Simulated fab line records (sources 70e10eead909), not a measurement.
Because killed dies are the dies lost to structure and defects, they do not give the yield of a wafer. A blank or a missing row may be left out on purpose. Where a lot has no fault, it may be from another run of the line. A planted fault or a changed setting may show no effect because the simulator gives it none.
Which tool is to blame? + flow nandHarc + Sampling: 24 lots, 72 wafers, 6 of 1302 route steps

## WHAT THE GAUGES READ, wafer by wafer
Not one reading of a measure or inspect step in the record can be checked against a usual standard deviation.

## WHICH TOOL RAN EACH LOT (tool, then ch and the chambers of the sampled wafers, then the start)
| lot  | NHARC_A_CONTACT_ETCH_114           | NHARC_A_CONTACT_ETCH_120           | NHARC_A_CONTACT_STRIP_55                     | NHARC_A_CONTACT_DESCUM_74         | NHARC_A_CONTACT_ETCH_75           | NHARC_A_CONTACT_ETCH_127           |
|------|------------------------------------|------------------------------------|----------------------------------------------|-----------------------------------|-----------------------------------|------------------------------------|
| L076 | harCapEtch-02 ch 0,1, day 22 00:23 | harCapEtch-02 ch 0,1, day 22 01:25 | rieDiel-09 ch 0,2,3, day 22 08:12 or earlier | rieDiel-09 ch 0,1,3, day 22 08:12 | rieDiel-09 ch 0,2,3, day 22 08:17 | harCapEtch-03 ch 0,1, day 22 10:17 |
| L075 | harCapEtch-03 ch 0,1, day 22 00:33 | harCapEtch-03 ch 0,1, day 22 01:34 | rieDiel-08 ch 1,2, day 22 08:23 or earlier   | rieDiel-11 ch 0,1, day 22 08:23   | rieDiel-11 ch 0,1,2, day 22 08:28 | harCapEtch-02 ch 0,1, day 22 10:34 |
| L074 | harCapEtch-02 ch 0,1, day 22 02:59 | harCapEtch-02 ch 0,1, day 22 04:01 | rieDiel-09 ch 1,2,3, day 22 11:20 or earlier | rieDiel-09 ch 0,3, day 22 11:20   | rieDiel-09 ch 1,2,3, day 22 11:25 | harCapEtch-01 ch 0,1, day 22 13:25 |
| L077 | harCapEtch-03 ch 1, day 22 14:11   | harCapEtch-03 ch 1, day 22 15:13   | rieDiel-09 ch 0,1, day 22 23:43 or earlier   | rieDiel-09 ch 1,3, day 22 23:43   | rieDiel-09 ch 0,1,2, day 22 23:49 | harCapEtch-02 ch 1, day 23 01:49   |
| L078 | harCapEtch-01 ch 0,1, day 23 05:29 | harCapEtch-01 ch 0,1, day 23 06:30 | rieDiel-09 ch 0,2, day 23 13:31 or earlier   | rieDiel-08 ch 0,1,2, day 23 13:31 | rieDiel-08 ch 0,2, day 23 13:35   | harCapEtch-02 ch 0,1, day 23 15:38 |
| L079 | harCapEtch-01 ch 0,1, day 23 22:39 | harCapEtch-01 ch 0,1, day 23 23:41 | rieDiel-11 ch 1,3, day 24 11:19 or earlier   | rieDiel-09 ch 1,2, day 24 11:19   | rieDiel-09 ch 0,2, day 24 11:25   | harCapEtch-03 ch 0,1, day 24 13:29 |
| L082 | harCapEtch-02 ch 0,1, day 24 10:33 | harCapEtch-02 ch 0,1, day 24 11:34 | rieDiel-08 ch 0,2,3, day 24 18:18 or earlier | rieDiel-11 ch 0,1, day 24 18:18   | rieDiel-11 ch 0,1, day 24 18:23   | harCapEtch-02 ch 0,1, day 24 20:25 |
| L080 | harCapEtch-01 ch 0,1, day 24 11:13 | harCapEtch-01 ch 0,1, day 24 12:14 | rieDiel-09 ch 0,1, day 24 18:58 or earlier   | rieDiel-09 ch 2,3, day 24 18:58   | rieDiel-09 ch 2,3, day 24 19:03   | harCapEtch-01 ch 0,1, day 24 21:07 |
| L081 | harCapEtch-03 ch 0,1, day 25 12:24 | harCapEtch-03 ch 0,1, day 25 13:25 | rieDiel-11 ch 0,2,3, day 25 21:20 or earlier | rieDiel-08 ch 0,1,2, day 25 21:20 | rieDiel-08 ch 1,2,3, day 25 21:25 | harCapEtch-02 ch 0,1, day 25 23:27 |
| L083 | harCapEtch-02 ch 0,1, day 25 15:34 | harCapEtch-02 ch 0,1, day 25 16:35 | rieDiel-11 ch 2,3, day 26 02:25 or earlier   | rieDiel-11 ch 0,2, day 26 02:25   | rieDiel-11 ch 0,2, day 26 02:31   | harCapEtch-01 ch 0,1, day 26 04:50 |
| L085 | harCapEtch-01 ch 1, day 25 19:54   | harCapEtch-01 ch 1, day 25 20:56   | rieDiel-09 ch 1,2,3, day 26 06:16 or earlier | rieDiel-09 ch 2,3, day 26 06:16   | rieDiel-09 ch 0,1,2, day 26 06:21 | harCapEtch-03 ch 0,1, day 26 08:23 |
| L084 | harCapEtch-03 ch 0,1, day 25 20:38 | harCapEtch-03 ch 0,1, day 25 21:40 | rieDiel-09 ch 1,3, day 26 07:23 or earlier   | rieDiel-11 ch 0,2, day 26 07:23   | rieDiel-11 ch 0,3, day 26 07:30   | harCapEtch-02 ch 0,1, day 26 09:53 |
| L086 | harCapEtch-02 ch 0,1, day 26 18:34 | harCapEtch-02 ch 0,1, day 26 19:35 | rieDiel-09 ch 1,3, day 27 03:07 or earlier   | rieDiel-09 ch 0,2,3, day 27 03:07 | rieDiel-09 ch 0,2,3, day 27 03:13 | harCapEtch-01 ch 0,1, day 27 05:13 |
| L088 | harCapEtch-03 ch 0,1, day 27 10:54 | harCapEtch-03 ch 0,1, day 27 11:55 | rieDiel-11 ch 0,1,3, day 27 18:43 or earlier | rieDiel-09 ch 0,1,3, day 27 18:43 | rieDiel-09 ch 2,3, day 27 18:47   | harCapEtch-01 ch 0,1, day 27 21:02 |
| L090 | harCapEtch-01 ch 0,1, day 27 15:04 | harCapEtch-01 ch 0,1, day 27 16:05 | rieDiel-08 ch 0,2,3, day 27 23:07 or earlier | rieDiel-09 ch 1,2,3, day 27 23:07 | rieDiel-09 ch 0,1,3, day 27 23:13 | harCapEtch-02 ch 0,1, day 28 01:14 |
| L087 | harCapEtch-03 ch 0,1, day 27 15:28 | harCapEtch-03 ch 0,1, day 27 16:29 | rieDiel-11 ch 0,2,3, day 28 00:48 or earlier | rieDiel-09 ch 0,1,2, day 28 00:48 | rieDiel-09 ch 1,2,3, day 28 00:53 | harCapEtch-01 ch 0,1, day 28 02:55 |
| L091 | harCapEtch-02 ch 0,1, day 27 20:23 | harCapEtch-02 ch 0,1, day 27 21:25 | rieDiel-11 ch 0,2,3, day 28 04:18 or earlier | rieDiel-09 ch 2,3, day 28 04:18   | rieDiel-09 ch 1,2, day 28 04:23   | harCapEtch-03 ch 0,1, day 28 06:51 |
| L089 | harCapEtch-03 ch 0,1, day 27 23:09 | harCapEtch-03 ch 0,1, day 28 00:11 | rieDiel-08 ch 2,3, day 28 07:43 or earlier   | rieDiel-09 ch 1,2,3, day 28 07:43 | rieDiel-09 ch 0,1,3, day 28 07:48 | harCapEtch-01 ch 0,1, day 28 09:54 |
| L092 | harCapEtch-01 ch 0,1, day 28 14:35 | harCapEtch-01 ch 0,1, day 28 15:54 | rieDiel-08 ch 0,1, day 29 00:02 or earlier   | rieDiel-09 ch 0,1,3, day 29 00:02 | rieDiel-09 ch 2,3, day 29 00:07   | harCapEtch-03 ch 0,1, day 29 02:07 |
| L095 | harCapEtch-02 ch 0,1, day 29 16:47 | harCapEtch-02 ch 0,1, day 29 17:49 | rieDiel-08 ch 0,1,2, day 30 00:41 or earlier | rieDiel-09 ch 0,2,3, day 30 00:41 | rieDiel-09 ch 0,1,3, day 30 00:46 | harCapEtch-02 ch 0,1, day 30 02:49 |
| L094 | harCapEtch-03 ch 0,1, day 29 20:37 | harCapEtch-03 ch 0,1, day 29 21:38 | rieDiel-09 ch 1,2,3, day 30 04:35 or earlier | rieDiel-11 ch 1,2,3, day 30 04:35 | rieDiel-11 ch 0,1,2, day 30 04:40 | harCapEtch-03 ch 0,1, day 30 06:43 |
| L093 | harCapEtch-01 ch 0,1, day 29 21:10 | harCapEtch-01 ch 0,1, day 29 22:11 | rieDiel-09 ch 0,2, day 30 07:05 or earlier   | rieDiel-09 ch 0,1, day 30 07:05   | rieDiel-09 ch 2,3, day 30 07:10   | harCapEtch-01 ch 1, day 30 09:10   |
| L096 | harCapEtch-02 ch 0,1, day 31 02:34 | harCapEtch-02 ch 0,1, day 31 03:37 | rieDiel-09 ch 0,1, day 31 11:42 or earlier   | rieDiel-11 ch 0,1,3, day 31 11:42 | rieDiel-11 ch 0,1,2, day 31 11:52 | harCapEtch-02 ch 0, day 31 14:10   |
| L097 | harCapEtch-03 ch 0,1, day 31 05:37 | harCapEtch-03 ch 0,1, day 31 06:37 | rieDiel-11 ch 1,2, day 31 14:57 or earlier   | rieDiel-09 ch 0,1, day 31 14:57   | rieDiel-09 ch 0,1,3, day 31 15:03 | harCapEtch-03 ch 0,1, day 31 17:03 |
- NHARC_A_CONTACT_ETCH_114: etches the open film in C4F8/O2/Ar, time 190 s, target depth 1850 nm.
- NHARC_A_CONTACT_ETCH_120: etches the open film in C4F8/O2/Ar, time 190 s, target depth 1850 nm.
- NHARC_A_CONTACT_STRIP_55: strips in O2.
- NHARC_A_CONTACT_DESCUM_74: chemistry O2, time 3 s.
- NHARC_A_CONTACT_ETCH_75: etches the open film in CF4, target depth 39 nm, time 65 s.
- NHARC_A_CONTACT_ETCH_127: etches the open film in C4F8/O2/Ar, time 197 s, target depth 1918 nm.

## WHAT THE TOOLS THEMSELVES READ (means of the sampled wafers that have a number; where no wafer has one, the mark that the record gives instead)
NHARC_A_CONTACT_STRIP_55. Usual: drypumpMotorCurrentA 5.9 A, standard deviation 0.5; oesProductAu 0.999 a.u., standard deviation 0.011; rfVppV 57.8 V, standard deviation 0.91; showerheadPlenumPTorr 3.56 Torr, standard deviation 0.18; throttleValvePct 17.037 %, standard deviation 0.0097.
| lot  | tool       | drypumpMotorCurrentA (A) | oesProductAu (a.u.) | rfVppV (V) | showerheadPlenumPTorr (Torr) | throttleValvePct (%) | flag |
|------|------------|--------------------------|---------------------|------------|------------------------------|----------------------|------|
| L076 | rieDiel-09 | 5.6                      | 0.997               | 58.1       | 3.67                         | 17.035               |      |
| L075 | rieDiel-08 | 6.2                      | 1.000               | 57.6       | 3.47                         | 17.041               |      |
| L074 | rieDiel-09 | 6.0                      | 1.001               | 58.2       | 3.55                         | 17.032               |      |
| L077 | rieDiel-09 | 6.0                      | 1.004               | 57.9       | 3.47                         | 17.031               |      |
| L078 | rieDiel-09 | 5.7                      | 1.004               | 58.3       | 3.78                         | 17.044               |      |
| L079 | rieDiel-11 | 6.2                      | 0.997               | 57.9       | 3.46                         | 17.045               |      |
| L082 | rieDiel-08 | 5.6                      | 0.999               | 58.0       | 3.68                         | 17.027               |      |
| L080 | rieDiel-09 | 5.6                      | 1.010               | 56.8       | 3.60                         | 17.044               |      |
| L081 | rieDiel-11 | 6.3                      | 0.990               | 58.3       | 3.42                         | 17.044               |      |
| L083 | rieDiel-11 | 6.4                      | 0.995               | 57.1       | 3.47                         | 17.037               |      |
| L085 | rieDiel-09 | 6.0                      | 0.997               | 58.5       | 3.54                         | 17.046               |      |
| L084 | rieDiel-09 | 5.9                      | 1.002               | 57.3       | 3.43                         | 17.046               |      |
| L086 | rieDiel-09 | 6.1                      | 1.005               | 57.4       | 3.39                         | 17.040               |      |
| L088 | rieDiel-11 | 6.2                      | 0.990               | 57.1       | 3.58                         | 17.037               |      |
| L090 | rieDiel-08 | 5.6                      | 0.999               | 57.3       | 3.66                         | 17.045               |      |
| L087 | rieDiel-11 | 6.3                      | 0.981               | 58.0       | 3.59                         | 17.037               |      |
| L091 | rieDiel-11 | 6.3                      | 0.984               | 58.2       | 3.59                         | 17.048               |      |
| L089 | rieDiel-08 | 6.0                      | 1.007               | 58.0       | 3.65                         | 17.038               |      |
| L092 | rieDiel-08 | 5.3                      | 1.001               | 58.1       | 3.63                         | 17.033               |      |
| L095 | rieDiel-08 | 5.6                      | 1.008               | 58.5       | 3.55                         | 17.026               |      |
| L094 | rieDiel-09 | 6.0                      | 0.984               | 57.5       | 3.53                         | 17.032               |      |
| L093 | rieDiel-09 | 5.4                      | 0.997               | 59.1       | 3.74                         | 17.047               |      |
| L096 | rieDiel-09 | 5.9                      | 0.999               | 57.6       | 3.46                         | 17.042               |      |
| L097 | rieDiel-11 | 6.3                      | 1.011               | 57.6       | 3.40                         | 17.047               |      |

NHARC_A_CONTACT_DESCUM_74. Usual: drypumpMotorCurrentA 5.9 A, standard deviation 0.44; oesProductAu 1.001 a.u., standard deviation 0.013; rfVppV 57.8 V, standard deviation 0.9; showerheadPlenumPTorr 1.93 Torr, standard deviation 0.1; throttleValvePct 11.310 %, standard deviation 0.0087.
| lot  | tool       | drypumpMotorCurrentA (A) | oesProductAu (a.u.) | rfVppV (V) | showerheadPlenumPTorr (Torr) | throttleValvePct (%) | flag |
|------|------------|--------------------------|---------------------|------------|------------------------------|----------------------|------|
| L076 | rieDiel-09 | 5.7                      | 1.018               | 57.3       | 1.91                         | 11.311               |      |
| L075 | rieDiel-11 | 6.2                      | 0.990               | 57.8       | 1.83                         | 11.310               |      |
| L074 | rieDiel-09 | 5.5                      | 1.004               | 58.4       | 1.94                         | 11.304               |      |
| L077 | rieDiel-09 | 6.1                      | 1.007               | 57.6       | 1.84                         | 11.305               |      |
| L078 | rieDiel-08 | 5.6                      | 1.000               | 58.7       | 1.94                         | 11.316               |      |
| L079 | rieDiel-09 | 6.1                      | 1.010               | 58.2       | 1.98                         | 11.311               |      |
| L082 | rieDiel-11 | 6.2                      | 0.995               | 56.7       | 1.80                         | 11.303               |      |
| L080 | rieDiel-09 | 5.9                      | 1.001               | 58.5       | 2.01                         | 11.314               |      |
| L081 | rieDiel-08 | 5.6                      | 1.005               | 57.5       | 1.94                         | 11.312               |      |
| L083 | rieDiel-11 | 6.5                      | 0.987               | 57.5       | 1.83                         | 11.317               |      |
| L085 | rieDiel-09 | 5.8                      | 1.000               | 57.6       | 1.94                         | 11.300               |      |
| L084 | rieDiel-11 | 6.3                      | 0.986               | 57.3       | 1.80                         | 11.315               |      |
| L086 | rieDiel-09 | 5.6                      | 1.008               | 57.6       | 1.99                         | 11.313               |      |
| L088 | rieDiel-09 | 5.7                      | 1.008               | 56.4       | 1.90                         | 11.306               |      |
| L090 | rieDiel-09 | 6.0                      | 1.010               | 57.8       | 1.92                         | 11.301               |      |
| L087 | rieDiel-09 | 5.8                      | 1.011               | 57.9       | 1.97                         | 11.307               |      |
| L091 | rieDiel-09 | 5.8                      | 0.996               | 58.4       | 1.94                         | 11.316               |      |
| L089 | rieDiel-09 | 6.0                      | 1.001               | 58.4       | 1.92                         | 11.309               |      |
| L092 | rieDiel-09 | 5.7                      | 1.011               | 58.3       | 1.90                         | 11.309               |      |
| L095 | rieDiel-09 | 5.6                      | 0.983               | 58.6       | 1.99                         | 11.312               |      |
| L094 | rieDiel-11 | 6.3                      | 0.991               | 57.5       | 1.87                         | 11.308               |      |
| L093 | rieDiel-09 | 5.6                      | 0.993               | 57.5       | 1.95                         | 11.313               |      |
| L096 | rieDiel-11 | 6.2                      | 0.996               | 57.4       | 1.93                         | 11.314               |      |
| L097 | rieDiel-09 | 5.9                      | 1.001               | 58.5       | 1.87                         | 11.311               |      |

NHARC_A_CONTACT_ETCH_75. Usual: drypumpMotorCurrentA 5.9 A, standard deviation 0.45; oesProductAu 1.001 a.u., standard deviation 0.011; rfVppV 151.4 V, standard deviation 1.4; showerheadPlenumPTorr 1.78 Torr, standard deviation 0.09; throttleValvePct 13.283 %, standard deviation 0.0095.
| lot  | tool       | drypumpMotorCurrentA (A) | oesProductAu (a.u.) | rfVppV (V) | showerheadPlenumPTorr (Torr) | throttleValvePct (%) | flag |
|------|------------|--------------------------|---------------------|------------|------------------------------|----------------------|------|
| L076 | rieDiel-09 | 5.6                      | 1.011               | 152.7      | 1.84                         | 13.285               |      |
| L075 | rieDiel-11 | 6.3                      | 0.994               | 149.9      | 1.70                         | 13.282               |      |
| L074 | rieDiel-09 | 6.0                      | 1.002               | 152.1      | 1.78                         | 13.297               |      |
| L077 | rieDiel-09 | 5.8                      | 1.006               | 152.2      | 1.82                         | 13.279               |      |
| L078 | rieDiel-08 | 5.0                      | 0.995               | 152.4      | 1.85                         | 13.283               |      |
| L079 | rieDiel-09 | 5.7                      | 1.009               | 153.2      | 1.90                         | 13.279               |      |
| L082 | rieDiel-11 | 6.2                      | 1.001               | 149.8      | 1.67                         | 13.276               |      |
| L080 | rieDiel-09 | 5.9                      | 1.005               | 152.8      | 1.85                         | 13.282               |      |
| L081 | rieDiel-08 | 6.1                      | 1.004               | 150.7      | 1.78                         | 13.278               |      |
| L083 | rieDiel-11 | 6.5                      | 0.996               | 150.9      | 1.70                         | 13.275               |      |
| L085 | rieDiel-09 | 5.8                      | 1.012               | 151.1      | 1.81                         | 13.287               |      |
| L084 | rieDiel-11 | 6.2                      | 0.996               | 150.1      | 1.68                         | 13.284               |      |
| L086 | rieDiel-09 | 5.6                      | 1.012               | 152.0      | 1.84                         | 13.282               |      |
| L088 | rieDiel-09 | 5.9                      | 0.995               | 152.4      | 1.85                         | 13.281               |      |
| L090 | rieDiel-09 | 5.7                      | 1.014               | 152.1      | 1.76                         | 13.283               |      |
| L087 | rieDiel-09 | 6.0                      | 1.001               | 151.3      | 1.77                         | 13.282               |      |
| L091 | rieDiel-09 | 6.1                      | 1.002               | 152.1      | 1.82                         | 13.285               |      |
| L089 | rieDiel-09 | 5.7                      | 1.003               | 150.9      | 1.76                         | 13.296               |      |
| L092 | rieDiel-09 | 5.9                      | 1.001               | 151.8      | 1.85                         | 13.283               |      |
| L095 | rieDiel-09 | 5.7                      | 0.992               | 151.9      | 1.76                         | 13.281               |      |
| L094 | rieDiel-11 | 6.3                      | 0.996               | 151.2      | 1.77                         | 13.286               |      |
| L093 | rieDiel-09 | 5.8                      | 0.985               | 151.7      | 1.79                         | 13.279               |      |
| L096 | rieDiel-11 | 6.3                      | 0.992               | 150.9      | 1.77                         | 13.286               |      |
| L097 | rieDiel-09 | 5.7                      | 0.995               | 150.8      | 1.76                         | 13.276               |      |

## THE ANSWER, worked out from the rows above alone
Rule: take the mean of a lot's wafers that have a number; if it is more than 3 standard deviations from the usual mean, the lot is off. A lot without any number at a reading at which 4 lots or more have one is off too. All remaining lots with rows at the step are treated as sound. First the gauges in route order, then the tools' own readings, where a lot's mean is used as printed above. At the first step where some lot is off, the reading lying furthest off is the one used; lots without a number count as furthest.
Nothing can be told from this: no lot is off at any reading shown.

## WHAT THE SIMULATOR HAD INSERTED
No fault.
